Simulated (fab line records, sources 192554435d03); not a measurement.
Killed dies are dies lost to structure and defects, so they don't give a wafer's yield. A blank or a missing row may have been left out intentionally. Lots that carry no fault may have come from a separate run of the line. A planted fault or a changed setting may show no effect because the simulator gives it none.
A single fault, viewed from 2 desks	flow n5 finfet	numbers are kept per desk, each desk with only its own; the story behind them comes last

## THE TOOL OWNER'S DESK: rie diel-02
The tool's own readings at N5_BEOL_M4_TRENCH_ETCH_37 (etches SiOC in C4F6/O2, target depth 55.555 nm, time 29.2 s): means of the sampled wafers that have a number, for each lot that ran on this tool. A lot is out of limits, marked OUT, if its mean lies more than 4 standard deviations from the usual mean; the brackets give that distance.
Columns: A = chamber pressure mTorr at N5_BEOL_M4_TRENCH_ETCH_37, usual 30.000 mTorr; B = drypump motor current A at N5_BEOL_M4_TRENCH_ETCH_37, usual 5.9 A; C = oes_ar_750_au at N5_BEOL_M4_TRENCH_ETCH_37, usual 0.79 a.u.; D = oes product au at N5_BEOL_M4_TRENCH_ETCH_37, usual 0.79 a.u.; E = rf vpp V at N5_BEOL_M4_TRENCH_ETCH_37, usual 676 V; F = showerhead plenum p Torr at N5_BEOL_M4_TRENCH_ETCH_37, usual 2.88 Torr; G = throttle valve pct at N5_BEOL_M4_TRENCH_ETCH_37, usual 20.89 %
lot	first seen here	A	B	C	D	E	F	G
L180	day 8 13:07	30.004	6.3	0.74	0.75	685	2.82	20.97
L182	day 9 02:31	30.003	6.1	0.83	0.83	678	3.00	20.77
L184	day 9 05:17	29.995	6.1	0.76	0.77	683	2.90	20.92
L192	day 13 01:19	29.999	6.1	0.80	0.60	678	3.00	20.72
L187	day 13 01:41	30.007	6.2	0.79	0.69	672	2.93	20.89
L193	day 13 21:04	30.013	6.2	0.79	0.69	673	2.92	20.91
This desk's finding: nothing out of limits on any of the 6 lots.

## FROM THE METROLOGY DESK
What the gauges read for every lot (on any tool): the sampled wafers with a number, averaged. A lot is out of limits, marked OUT, if its mean lies more than 4 standard deviations from the usual mean; the brackets give that distance. 7 of its 16 readings are shown: the first one out of limits and those lying furthest out on some lot.
Columns: A = trench depth nm at N5_BEOL_M4_OCD_MEAS_38, usual 55.5 nm; B = M4_THK at N5_BEOL_M4_THK_MEAS_53, usual 40.1 nm; C = M4_RS at N5_BEOL_M4_RS_MEAS_58, usual 0.67 ohm/sq; D = ION_P at N5_BEOL_M4_RC_MEAS_101, usual 464 uA/um; E = SERP_M4 at N5_BEOL_M4_RC_MEAS_101, usual 192 ohm/um; F = SERP_M4_max_site at N5_BEOL_M4_RC_MEAS_101, usual 205 ohm/um; G = VT_P at N5_BEOL_M4_RC_MEAS_101, usual -250 mV
lot	first seen here	A	B	C	D	E	F	G
L178	day 8 02:09	55.2	38.8	0.70	450	190	202	-255
L180	day 8 13:20	55.2	39.8	0.67	455	185	197	-253
L182	day 9 02:40	56.9	43.1	0.61	474	171	178	-247
L184	day 9 05:26	57.0	42.3	0.61	463	171	184	-250
L192	day 13 01:28	34.0 (-17) OUT	18.7 (-13) OUT	1.86 (+33) OUT	478	440 (+15) OUT	477 (+15) OUT	-248
L187	day 13 01:51	43.7 (-9.1) OUT	29.2 (-6.4) OUT	1.19 (+14) OUT	464	332 (+8.3) OUT	348 (+7.9) OUT	-248
L193	day 13 21:13	44.6 (-8.4) OUT	30.5 (-5.6) OUT	1.15 (+13) OUT	456	296 (+6.1) OUT	326 (+6.8) OUT	-250
L195	day 14 03:37	56.9	41.1	0.66	465	197	212	-248
Finding of this desk: L187, L192, L193 out of limits; the first was L192 at day 13 01:28, on trench depth nm at N5_BEOL_M4_OCD_MEAS_38. L178, L180, L182, L184, L195 stayed within limits.

## PUT TOGETHER
The metrology desk could have raised an alarm at day 13 01:28, on L187, L192, L193.
Nothing out of limits was seen by the tool owner's desk.
The tool owner's desk has L187, L192, L193 on record, within its limits.
On rie diel-02, each named lot ran N5_BEOL_M4_TRENCH_ETCH_37.

## WHAT HAD BEEN PUT IN BY THE SIMULATOR
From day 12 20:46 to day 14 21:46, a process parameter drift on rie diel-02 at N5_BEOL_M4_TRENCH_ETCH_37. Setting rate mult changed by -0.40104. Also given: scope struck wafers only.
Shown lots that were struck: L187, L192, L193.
Hours from the fault's start to each desk's first reading out of limits: the metrology desk, 5.
